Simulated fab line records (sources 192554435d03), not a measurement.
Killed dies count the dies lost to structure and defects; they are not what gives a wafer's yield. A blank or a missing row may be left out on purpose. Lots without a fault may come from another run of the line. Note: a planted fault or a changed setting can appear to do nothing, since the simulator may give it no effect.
Split-lot experiment    flow n5-finfet    39 wafers read across 7 lots, on a route 1938 steps long

THE SPLIT ITSELF
At N5_SD_ACTIVATION_LSA_01 (time 0.0008 s), the setting temp-c was moved away from the recipe's 1080 C on 18 of the 39 wafers read, by -1.4% to +1.5%. This setting was run at the recipe's value on the other wafers.

Split to reading: the file shows no intervening step.

THE READING
Measured at N5_SD_ACTIVATION_RS_MEAS_03 by four-point probe: RS_SD_N, in ohm/sq. A value of 22.0 ohm/sq with a standard deviation of 0.31 ohm/sq is what fault-free wafers of this fab line usually give.

wafer   tool, chamber at the split  temp-c as run, C  against the recipe  RS_SD_N, ohm/sq  against lot-mates on the recipe
L075.1  laser-anneal-02, 0          1080              recipe              22.0             -
L075.2  laser-anneal-02, 0          1065              -1.4%               23.6             +1.3
L075.3  laser-anneal-02, 0          1080              recipe              22.3             -
L075.4  laser-anneal-02, 0          1080              recipe              22.6             -
L075.5  laser-anneal-02, 0          1065              -1.4%               24.0             +1.7
L075.6  laser-anneal-02, 0          1065              -1.4%               23.9             +1.6
L081.1  laser-anneal-02, 0          1075              -0.5%               22.8             +0.5
L081.2  laser-anneal-02, 0          1075              -0.5%               22.9             +0.6
L081.3  laser-anneal-02, 0          1080              recipe              22.4             -
L081.4  laser-anneal-02, 0          1080              recipe              22.4             -
L081.5  laser-anneal-02, 0          1075              -0.5%               23.0             +0.7
L081.6  laser-anneal-02, 0          1080              recipe              22.2             -
L082.1  laser-anneal-02, 0          1096              +1.5%               20.7             -1.8
L082.2  laser-anneal-02, 0          1080              recipe              22.6             -
L082.3  laser-anneal-02, 0          1080              recipe              22.3             -
L082.4  laser-anneal-02, 0          1096              +1.5%               21.1             -1.4
L082.5  laser-anneal-02, 0          1080              recipe              22.5             -
L082.6  laser-anneal-02, 0          1096              +1.5%               21.1             -1.4
L088.2  laser-anneal-02, 0          1080              recipe              22.1             -
L088.4  laser-anneal-02, 0          1080              recipe              21.6             -
L088.6  laser-anneal-02, 0          1080              recipe              22.1             -
L091.1  laser-anneal-02, 0          1075              -0.5%               22.7             +0.9
L091.2  laser-anneal-02, 0          1075              -0.5%               22.3             +0.5
L091.3  laser-anneal-02, 0          1075              -0.5%               22.5             +0.7
L091.4  laser-anneal-02, 0          1080              recipe              21.6             -
L091.5  laser-anneal-02, 0          1080              recipe              21.9             -
L091.6  laser-anneal-02, 0          1080              recipe              22.0             -
L093.1  laser-anneal-02, 0          1072              -0.7%               22.7             +0.9
L093.2  laser-anneal-02, 0          1080              recipe              21.8             -
L093.3  laser-anneal-02, 0          1080              recipe              21.6             -
L093.4  laser-anneal-02, 0          1072              -0.7%               22.3             +0.5
L093.5  laser-anneal-02, 0          1080              recipe              21.9             -
L093.6  laser-anneal-02, 0          1072              -0.7%               22.1             +0.3
L095.1  laser-anneal-02, 0          1080              recipe              21.9             -
L095.2  laser-anneal-02, 0          1080              recipe              21.7             -
L095.3  laser-anneal-02, 0          1093              +1.2%               20.4             -1.4
L095.4  laser-anneal-02, 0          1093              +1.2%               21.0             -0.8
L095.5  laser-anneal-02, 0          1093              +1.2%               20.3             -1.5
L095.6  laser-anneal-02, 0          1080              recipe              21.9             -

FIT RESULTS
A straight line over all 39 wafers: RS_SD_N changes by -1.02 ohm/sq for each +1% of temp-c; r = -0.90; the points scatter about the line by 0.37 ohm/sq.
The same after taking each lot's own level away (the mean of its wafers on the recipe; 39 wafers): -1.05 ohm/sq for each +1%; r = -0.97; scatter 0.21 ohm/sq.
That fit puts the effect of the largest move of temp-c on the reading at 1.6 ohm/sq.
The lots' own levels span 21.77 to 22.47 ohm/sq, that is 2.3 times the standard deviation above.
The two slopes are in agreement: the lot-to-lot level therefore moves the slope only a little.
Check: with one of the wafers moved furthest among these (+1.5%) left out of the fit, the line predicts -1.5 ohm/sq for it against its lot-mates. Against them it came out at -1.77 ohm/sq.
Tool readings at the split's step, against how far the setting was moved: wafer_temp_C_max r = +0.99.

OTHER SPLITS ON THESE WAFERS
Before the reading, these wafers also passed through other splits. Each is held against what the fit with the lots' levels taken away leaves over:
other split on the same wafers        wafers away from the commonest value  r with RS_SD_N (lot level and that fit taken away)
N5_WELL_APT_IMPLANT_32 energy-kev     15                                    +0.26
N5_DUMMY_GATE_EXPOSE_12 dose-mj       15                                    -0.07
N5_DUMMY_GATE_ETCH_31 target-depth-a  6                                     -0.18
N5_DUMMY_GATE_ETCH_32 time-s          15                                    -0.01
N5_SD_EPI_P_ETCH_37 source-w          15                                    -0.09

THE WHOLE CHAIN: every reading that the file lists as answering this split, in the file's order
step                         what it does                  reading           change (the file's fit)               r (the file's)
N5_SD_ACTIVATION_LSA_01      time 0.0008 s                 wafer_temp_C_max  withheld for each +1% of the setting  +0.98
N5_SD_ACTIVATION_RS_MEAS_03  measures by four-point-probe  RS_SD_N           -1.05 for each +1% of the setting     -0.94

THE FILE'S OWN FIT
RS_SD_N changes by -1.05 ohm/sq for each +1% of temp-c, r = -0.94.
